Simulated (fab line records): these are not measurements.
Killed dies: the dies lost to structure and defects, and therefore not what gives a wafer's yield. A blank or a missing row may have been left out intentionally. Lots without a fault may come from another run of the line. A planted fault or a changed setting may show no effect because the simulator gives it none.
Chamber matching | flow n5_finfet | 3 sister chambers for N5_HKMG_FIN_CVD_62 on thermal_cvd_si-02
The step deposits a-Si from Si2H6, target thk 3 nm, time 20.8 s. 14 wafers are shown with their chamber, then 7 later ones without.

## WAFERS PAIRED WITH THEIR CHAMBERS
wafer  | chamber | heater_power_w (W)
L796.1 | 0       | 1460
L796.2 | 2       | 1582
L796.5 | 1       | 1449
L798.1 | 2       | 1629
L798.5 | 2       | 1634
L800.2 | 2       | 1608
L800.3 | 0       | 1452
L800.4 | 0       | 1463
L802.1 | 0       | 1455
L802.4 | 0       | 1436
L802.6 | 1       | 1444
L804.4 | 1       | 1452
L804.5 | 2       | 1634
L804.6 | 0       | 1467

SIGNATURES (averages over the wafers above)
reading        | chamber 0 | chamber 1 | chamber 2 | scatter within a chamber
heater_power_w | 1455.50   | 1448.33   | 1617.40   | 15.6
Rule: a wafer lies at a distance from a chamber equal to the root of the sum of squares, over the readings, of (its reading less the chamber's mean, divided by the reading's scatter). The wafer belongs to the nearest chamber; if the next one is less than 2 further off, it can't be placed. The scatter is the square root of a quotient: the sum, over the shown wafers, of each reading's squared deviation from its chamber's mean, divided by wafers minus chambers.

## WAFERS MISSING THEIR CHAMBER
wafer  | heater_power_w (W)
L806.3 | 1480
L806.6 | 1476
L814.2 | 1442
L814.4 | 1457
L814.5 | 1597
L816.2 | 1493
L816.3 | 1466

## WHICH CHAMBER EACH ONE RAN IN
wafer  | from the rows above     | in truth
L806.3 | can't be placed: 0 or 1 | 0
L806.6 | can't be placed: 0 or 1 | 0
L814.2 | can't be placed: 1 or 0 | 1
L814.4 | can't be placed: 0 or 1 | 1
L814.5 | 2                       | 2
L816.2 | can't be placed: 0 or 1 | 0
L816.3 | can't be placed: 0 or 1 | 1
Placed correctly: 1 of 7. These rows do not allow placing 6 (true chamber among the candidates in 6). Placed wrongly: 0.
